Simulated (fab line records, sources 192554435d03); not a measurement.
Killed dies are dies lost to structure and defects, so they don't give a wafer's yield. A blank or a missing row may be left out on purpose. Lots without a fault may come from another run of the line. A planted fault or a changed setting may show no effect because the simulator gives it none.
Split-lot experiment | flow n5_finfet | 7 lots, 39 wafers read, on a route of 1938 steps

THE SPLIT
At N5_DUMMY_GATE_ETCH_42 (etches SiO2 in CHF3/O2, target depth 3.5 nm, time 31 s), the setting bias_w was moved away from the recipe's 12 W on 18 of the 39 wafers read, by -18.8% to +9.4%. The other wafers ran this setting at the recipe's value.

The reading is taken at the split's own step.

THE READING
rf_vpp_V, in V, at N5_DUMMY_GATE_ETCH_42 (etches SiO2 in CHF3/O2, target depth 3.5 nm, time 31 s). Fault-free wafers of this fab line usually give 42.1 V, standard deviation 1 V.

wafer  | tool, chamber at the split | bias_w as run, W | against the recipe | rf_vpp_V, V | against lot-mates on the recipe
L074.1 | rie_diel-04, 0             | 12               | recipe             | 44.0        | -
L074.2 | rie_diel-04, 2             | 10.26            | -14.5%             | 38.3        | -4.9
L074.3 | rie_diel-04, 1             | 10.26            | -14.5%             | 35.5        | -7.7
L074.4 | rie_diel-04, 3             | 10.26            | -14.5%             | 36.8        | -6.4
L074.5 | rie_diel-04, 1             | 12               | recipe             | 42.5        | -
L074.6 | rie_diel-04, 0             | 12               | recipe             | 43.1        | -
L075.1 | rie_diel-04, 2             | 11.36            | -5.3%              | 41.5        | -0.7
L075.2 | rie_diel-04, 0             | 12               | recipe             | 42.2        | -
L075.3 | rie_diel-04, 3             | 12               | recipe             | 42.3        | -
L075.4 | rie_diel-04, 3             | 11.36            | -5.3%              | 41.2        | -1.0
L075.5 | rie_diel-04, 2             | 12               | recipe             | 42.1        | -
L075.6 | rie_diel-04, 0             | 11.36            | -5.3%              | 40.2        | -2.0
L077.1 | rie_diel-05, 2             | 12.69            | +5.7%              | 46.3        | +3.6
L077.2 | rie_diel-05, 3             | 12               | recipe             | 43.3        | -
L077.3 | rie_diel-05, 0             | 12               | recipe             | 41.1        | -
L077.4 | rie_diel-05, 1             | 12.69            | +5.7%              | 42.6        | -0.1
L077.5 | rie_diel-05, 3             | 12               | recipe             | 43.7        | -
L077.6 | rie_diel-05, 2             | 12.69            | +5.7%              | 44.2        | +1.5
L083.1 | rie_diel-04, 1             | 13.13            | +9.4%              | 43.0        | +1.0
L083.2 | rie_diel-04, 0             | 13.13            | +9.4%              | 44.4        | +2.4
L083.3 | rie_diel-04, 2             | 12               | recipe             | 40.1        | -
L083.4 | rie_diel-04, 3             | 12               | recipe             | 42.9        | -
L083.5 | rie_diel-04, 0             | 12               | recipe             | 43.0        | -
L083.6 | rie_diel-04, 3             | 13.13            | +9.4%              | 44.3        | +2.3
L086.1 | rie_diel-03, 1             | 9.75             | -18.8%             | 36.1        | -5.8
L086.2 | rie_diel-03, 2             | 12               | recipe             | 43.0        | -
L086.3 | rie_diel-03, 3             | 12               | recipe             | 42.2        | -
L086.4 | rie_diel-03, 0             | 9.75             | -18.8%             | 34.9        | -7.0
L086.5 | rie_diel-03, 2             | 9.75             | -18.8%             | 37.8        | -4.1
L086.6 | rie_diel-03, 1             | 12               | recipe             | 40.5        | -
L089.2 | rie_diel-04, 2             | 12               | recipe             | 41.7        | -
L089.4 | rie_diel-04, 3             | 12               | recipe             | 41.9        | -
L089.5 | rie_diel-04, 3             | 12               | recipe             | 41.3        | -
L094.1 | rie_diel-03, 1             | 12               | recipe             | 41.2        | -
L094.2 | rie_diel-03, 2             | 12               | recipe             | 42.5        | -
L094.3 | rie_diel-03, 0             | 10.87            | -9.4%              | 38.7        | -3.0
L094.4 | rie_diel-03, 2             | 12               | recipe             | 41.5        | -
L094.5 | rie_diel-03, 1             | 10.87            | -9.4%              | 38.1        | -3.6
L094.6 | rie_diel-03, 0             | 10.87            | -9.4%              | 38.2        | -3.5

THE FIT
A straight line over all 39 wafers: rf_vpp_V changes by +0.318 V for each +1% of bias_w; r = +0.91; the points scatter about the line by 1.1 V.
The same after taking each lot's own level away (the mean of its wafers on the recipe; 39 wafers): +0.321 V for each +1%; r = +0.91; scatter 1.1 V.
On that fit, the largest move of bias_w shifts the reading by 6 V.
The lots' own levels span 41.63 to 43.20 V, that is 1.6 times the standard deviation above.
So the lot-to-lot level changes the slope little: the two slopes agree.
Check: with one of the wafers moved furthest among these (-18.8%) left out of the fit, the line predicts -6.29 V for it against its lot-mates. It came out at -5.8 V against them.
Tool readings at the split's step, against how far the setting was moved: rf_vpp_V r = +0.91.

OTHER SPLITS ON THESE WAFERS
These wafers also went through other splits before the reading. Each is held against what the fit with the lots' levels taken away leaves over:
other split on the same wafers        | wafers away from the commonest value | r with rf_vpp_V (lot level and that fit taken away)
N5_WELL_APT_IMPLANT_15 energy_kev     | 15                                   | -0.07
N5_WELL_APT_EXPOSE_22 dose_mj         | 15                                   | +0.07
N5_FIN_CUT_CUT_ETCH_15 target_depth_a | 18                                   | +0.04
N5_DUMMY_GATE_EXPOSE_12 dose_mj       | 18                                   | +0.10
N5_DUMMY_GATE_ETCH_44 target_depth_a  | 15                                   | +0.07

THE FILE'S OWN FIT
rf_vpp_V changes by +0.328 V for each +1% of bias_w, r = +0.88.
